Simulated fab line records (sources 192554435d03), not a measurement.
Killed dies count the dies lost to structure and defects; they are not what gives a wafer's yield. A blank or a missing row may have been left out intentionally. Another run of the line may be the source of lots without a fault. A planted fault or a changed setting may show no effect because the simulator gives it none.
Split-lot study || flow n5 finfet || 39 wafers read across 7 lots, on a route 1938 steps long

SPLIT DETAILS
At N5_BEOL_M13_TRENCH_ETCH_34 (etches SiOC in C4F8/O2/Ar, target depth 413.47 nm, time 162.6 s), the setting target depth a was moved away from the recipe's 4134.7 angstrom on 12 of the 39 wafers read, by -55.4% to +48.3%. All remaining wafers had this setting at the recipe value.

FROM THE SPLIT TO THE READING: what the file shows between them, 10 steps
- N5_BEOL_M13_STRIP_70: strips in C4F8/O2/Ar
- N5_BEOL_M13_OCD_MEAS_35
- N5_BEOL_M13_STRIP_37: strips in N2/H2
- N5_BEOL_M13_ETCH_38: etches SiCN in CF4/N2, target depth 67.5 nm, time 71.9 s
- N5_BEOL_M13_ECD_47: material Cu, target thk 936 nm
- N5_BEOL_M13_ANNEAL_48: time 90 s
- N5_BEOL_M13_CMP_49: polishes, stops on SiOC, t overpolish 17.1 s, target thk 420 nm
- N5_BEOL_M13_THK_MEAS_50: measures by xrf
- N5_BEOL_M13_PRE_CLEAN_52: time 15 s
- N5_BEOL_M13_DEP_53: deposits SiCN from 3MS/NH3, target thk 50 nm, time 17.8 s

THE READING
Measured at N5_BEOL_M13_RS_MEAS_54 by four-point probe: M13_RS, in ohm/sq. Typical for fault-free wafers on this fab line: 0.0453 ohm/sq, with standard deviation 0.00051 ohm/sq.

{"wafer": "L077.1", "tool, chamber at the split": "rie diel-01, 1", "target depth a as run, angstrom": 2065, "against the recipe": "-50.1%", "M13_RS, ohm/sq": 0.0912, "against lot-mates on the recipe": "+0.0456"}
{"wafer": "L077.2", "tool, chamber at the split": "rie diel-01, 3", "target depth a as run, angstrom": 2065, "against the recipe": "-50.1%", "M13_RS, ohm/sq": 0.0924, "against lot-mates on the recipe": "+0.0468"}
{"wafer": "L077.3", "tool, chamber at the split": "rie diel-01, 0", "target depth a as run, angstrom": 4134.7, "against the recipe": "recipe", "M13_RS, ohm/sq": 0.0461, "against lot-mates on the recipe": "-"}
{"wafer": "L077.4", "tool, chamber at the split": "rie diel-01, 2", "target depth a as run, angstrom": 4134.7, "against the recipe": "recipe", "M13_RS, ohm/sq": 0.0454, "against lot-mates on the recipe": "-"}
{"wafer": "L077.5", "tool, chamber at the split": "rie diel-01, 2", "target depth a as run, angstrom": 2065, "against the recipe": "-50.1%", "M13_RS, ohm/sq": 0.0926, "against lot-mates on the recipe": "+0.0470"}
{"wafer": "L077.6", "tool, chamber at the split": "rie diel-01, 1", "target depth a as run, angstrom": 4134.7, "against the recipe": "recipe", "M13_RS, ohm/sq": 0.0452, "against lot-mates on the recipe": "-"}
{"wafer": "L082.1", "tool, chamber at the split": "rie diel-02, 3", "target depth a as run, angstrom": 4134.7, "against the recipe": "recipe", "M13_RS, ohm/sq": 0.0448, "against lot-mates on the recipe": "-"}
{"wafer": "L082.2", "tool, chamber at the split": "rie diel-02, 0", "target depth a as run, angstrom": 1846, "against the recipe": "-55.4%", "M13_RS, ohm/sq": 0.1048, "against lot-mates on the recipe": "+0.0600"}
{"wafer": "L082.3", "tool, chamber at the split": "rie diel-02, 1", "target depth a as run, angstrom": 4134.7, "against the recipe": "recipe", "M13_RS, ohm/sq": 0.0448, "against lot-mates on the recipe": "-"}
{"wafer": "L082.4", "tool, chamber at the split": "rie diel-02, 1", "target depth a as run, angstrom": 4134.7, "against the recipe": "recipe", "M13_RS, ohm/sq": 0.0449, "against lot-mates on the recipe": "-"}
{"wafer": "L082.5", "tool, chamber at the split": "rie diel-02, 0", "target depth a as run, angstrom": 1846, "against the recipe": "-55.4%", "M13_RS, ohm/sq": 0.1042, "against lot-mates on the recipe": "+0.0594"}
{"wafer": "L082.6", "tool, chamber at the split": "rie diel-02, 3", "target depth a as run, angstrom": 1846, "against the recipe": "-55.4%", "M13_RS, ohm/sq": 0.1031, "against lot-mates on the recipe": "+0.0583"}
{"wafer": "L086.1", "tool, chamber at the split": "rie diel-02, 3", "target depth a as run, angstrom": 4134.7, "against the recipe": "recipe", "M13_RS, ohm/sq": 0.0454, "against lot-mates on the recipe": "-"}
{"wafer": "L086.2", "tool, chamber at the split": "rie diel-02, 1", "target depth a as run, angstrom": 4134.7, "against the recipe": "recipe", "M13_RS, ohm/sq": 0.0450, "against lot-mates on the recipe": "-"}
{"wafer": "L086.3", "tool, chamber at the split": "rie diel-02, 2", "target depth a as run, angstrom": 4134.7, "against the recipe": "recipe", "M13_RS, ohm/sq": 0.0455, "against lot-mates on the recipe": "-"}
{"wafer": "L086.4", "tool, chamber at the split": "rie diel-02, 3", "target depth a as run, angstrom": 4134.7, "against the recipe": "recipe", "M13_RS, ohm/sq": 0.0451, "against lot-mates on the recipe": "-"}
{"wafer": "L086.5", "tool, chamber at the split": "rie diel-02, 1", "target depth a as run, angstrom": 4134.7, "against the recipe": "recipe", "M13_RS, ohm/sq": 0.0451, "against lot-mates on the recipe": "-"}
{"wafer": "L086.6", "tool, chamber at the split": "rie diel-02, 2", "target depth a as run, angstrom": 4134.7, "against the recipe": "recipe", "M13_RS, ohm/sq": 0.0453, "against lot-mates on the recipe": "-"}
{"wafer": "L089.1", "tool, chamber at the split": "rie diel-04, 2", "target depth a as run, angstrom": 4134.7, "against the recipe": "recipe", "M13_RS, ohm/sq": 0.0454, "against lot-mates on the recipe": "-"}
{"wafer": "L089.2", "tool, chamber at the split": "rie diel-04, 3", "target depth a as run, angstrom": 4134.7, "against the recipe": "recipe", "M13_RS, ohm/sq": 0.0457, "against lot-mates on the recipe": "-"}
{"wafer": "L089.3", "tool, chamber at the split": "rie diel-04, 1", "target depth a as run, angstrom": 5820, "against the recipe": "+40.8%", "M13_RS, ohm/sq": 0.0314, "against lot-mates on the recipe": -0.0141}
{"wafer": "L089.4", "tool, chamber at the split": "rie diel-04, 0", "target depth a as run, angstrom": 5820, "against the recipe": "+40.8%", "M13_RS, ohm/sq": 0.0319, "against lot-mates on the recipe": -0.0136}
{"wafer": "L089.5", "tool, chamber at the split": "rie diel-04, 3", "target depth a as run, angstrom": 4134.7, "against the recipe": "recipe", "M13_RS, ohm/sq": 0.0453, "against lot-mates on the recipe": "-"}
{"wafer": "L089.6", "tool, chamber at the split": "rie diel-04, 0", "target depth a as run, angstrom": 5820, "against the recipe": "+40.8%", "M13_RS, ohm/sq": 0.0317, "against lot-mates on the recipe": -0.0138}
{"wafer": "L094.1", "tool, chamber at the split": "rie diel-02, 2", "target depth a as run, angstrom": 4134.7, "against the recipe": "recipe", "M13_RS, ohm/sq": 0.0461, "against lot-mates on the recipe": "-"}
{"wafer": "L094.3", "tool, chamber at the split": "rie diel-02, 1", "target depth a as run, angstrom": 4134.7, "against the recipe": "recipe", "M13_RS, ohm/sq": 0.0458, "against lot-mates on the recipe": "-"}
{"wafer": "L094.6", "tool, chamber at the split": "rie diel-02, 0", "target depth a as run, angstrom": 4134.7, "against the recipe": "recipe", "M13_RS, ohm/sq": 0.0449, "against lot-mates on the recipe": "-"}
{"wafer": "L090.1", "tool, chamber at the split": "rie diel-01, 3", "target depth a as run, angstrom": 4134.7, "against the recipe": "recipe", "M13_RS, ohm/sq": 0.0458, "against lot-mates on the recipe": "-"}
{"wafer": "L090.2", "tool, chamber at the split": "rie diel-01, 2", "target depth a as run, angstrom": 4134.7, "against the recipe": "recipe", "M13_RS, ohm/sq": 0.0458, "against lot-mates on the recipe": "-"}
{"wafer": "L090.3", "tool, chamber at the split": "rie diel-01, 0", "target depth a as run, angstrom": 4134.7, "against the recipe": "recipe", "M13_RS, ohm/sq": 0.0466, "against lot-mates on the recipe": "-"}
{"wafer": "L090.4", "tool, chamber at the split": "rie diel-01, 1", "target depth a as run, angstrom": 4134.7, "against the recipe": "recipe", "M13_RS, ohm/sq": 0.0457, "against lot-mates on the recipe": "-"}
{"wafer": "L090.5", "tool, chamber at the split": "rie diel-01, 0,3", "target depth a as run, angstrom": 4134.7, "against the recipe": "recipe", "M13_RS, ohm/sq": 0.0462, "against lot-mates on the recipe": "-"}
{"wafer": "L090.6", "tool, chamber at the split": "rie diel-01, 0,3", "target depth a as run, angstrom": 4134.7, "against the recipe": "recipe", "M13_RS, ohm/sq": 0.0463, "against lot-mates on the recipe": "-"}
{"wafer": "L095.1", "tool, chamber at the split": "rie diel-02, 2", "target depth a as run, angstrom": 4134.7, "against the recipe": "recipe", "M13_RS, ohm/sq": 0.0452, "against lot-mates on the recipe": "-"}
{"wafer": "L095.2", "tool, chamber at the split": "rie diel-02, 0", "target depth a as run, angstrom": 6130, "against the recipe": "+48.3%", "M13_RS, ohm/sq": 0.0299, "against lot-mates on the recipe": -0.0153}
{"wafer": "L095.3", "tool, chamber at the split": "rie diel-02, 1", "target depth a as run, angstrom": 4134.7, "against the recipe": "recipe", "M13_RS, ohm/sq": 0.0451, "against lot-mates on the recipe": "-"}
{"wafer": "L095.4", "tool, chamber at the split": "rie diel-02, 3", "target depth a as run, angstrom": 4134.7, "against the recipe": "recipe", "M13_RS, ohm/sq": 0.0453, "against lot-mates on the recipe": "-"}
{"wafer": "L095.5", "tool, chamber at the split": "rie diel-02, 0", "target depth a as run, angstrom": 6130, "against the recipe": "+48.3%", "M13_RS, ohm/sq": 0.0297, "against lot-mates on the recipe": -0.0155}
{"wafer": "L095.6", "tool, chamber at the split": "rie diel-02, 3", "target depth a as run, angstrom": 6130, "against the recipe": "+48.3%", "M13_RS, ohm/sq": 0.0303, "against lot-mates on the recipe": -0.0149}
The file does not say which wafer passed through which chamber wherever a row lists several chambers: such a row stands for several wafers.

FIT RESULTS
A straight line over all 39 wafers: M13_RS changes by -0.000712 ohm/sq for each +1% of target depth a; r = -0.93; the points scatter about the line by 0.0078 ohm/sq.
The same after taking each lot's own level away (the mean of its wafers on the recipe; 39 wafers): -0.000713 ohm/sq for each +1%; r = -0.93; scatter 0.008 ohm/sq.
The reading moves by 0.039 ohm/sq for the largest change in target depth a, on that fit.
The span of the lots' own levels, 0.04483 to 0.04607 ohm/sq, comes to 2.4 times the standard deviation stated above.
The two slopes are in agreement: the lot-to-lot level therefore moves the slope only a little.
Check: for one of the wafers moved furthest among these (-55.4%), held out of the fit, the line's prediction against its lot-mates is +0.0422 ohm/sq. Against them it came out at +0.06 ohm/sq.

THE WHOLE CHAIN: every reading that the file lists as answering this split, in the file's order
{"step": "N5_BEOL_M13_TRENCH_ETCH_34", "what it does": "etches SiOC in C4F8/O2/Ar, target depth 413.47 nm, time 162.6 s", "reading": "etch.depth nm (the simulator's own value, which no gauge read)", "change (the file's fit)": "+4.18 nm for each +1% of the setting", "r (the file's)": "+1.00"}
{"step": "N5_BEOL_M13_OCD_MEAS_35", "what it does": "", "reading": "trench depth nm", "change (the file's fit)": "+4.18 nm for each +1% of the setting", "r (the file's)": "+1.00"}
{"step": "N5_BEOL_M13_CMP_49", "what it does": "polishes, stops on SiOC, t overpolish 17.1 s, target thk 420 nm", "reading": "Cu_of_BEOL_M13_ECD_47.thk nm (the simulator's own value, which no gauge read)", "change (the file's fit)": "+4.18 nm for each +1% of the setting", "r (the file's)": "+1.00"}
{"step": "N5_BEOL_M13_THK_MEAS_50", "what it does": "measures by xrf", "reading": "M13_THK", "change (the file's fit)": "+4.2 for each +1% of the setting", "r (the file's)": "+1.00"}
{"step": "N5_BEOL_M13_RS_MEAS_54", "what it does": "measures by four-point-probe", "reading": "M13_RS", "change (the file's fit)": "-0.000722 for each +1% of the setting", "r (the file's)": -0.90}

THE FILE'S OWN FIT
M13_RS changes by -0.000722 ohm/sq for each +1% of target depth a, r = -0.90.
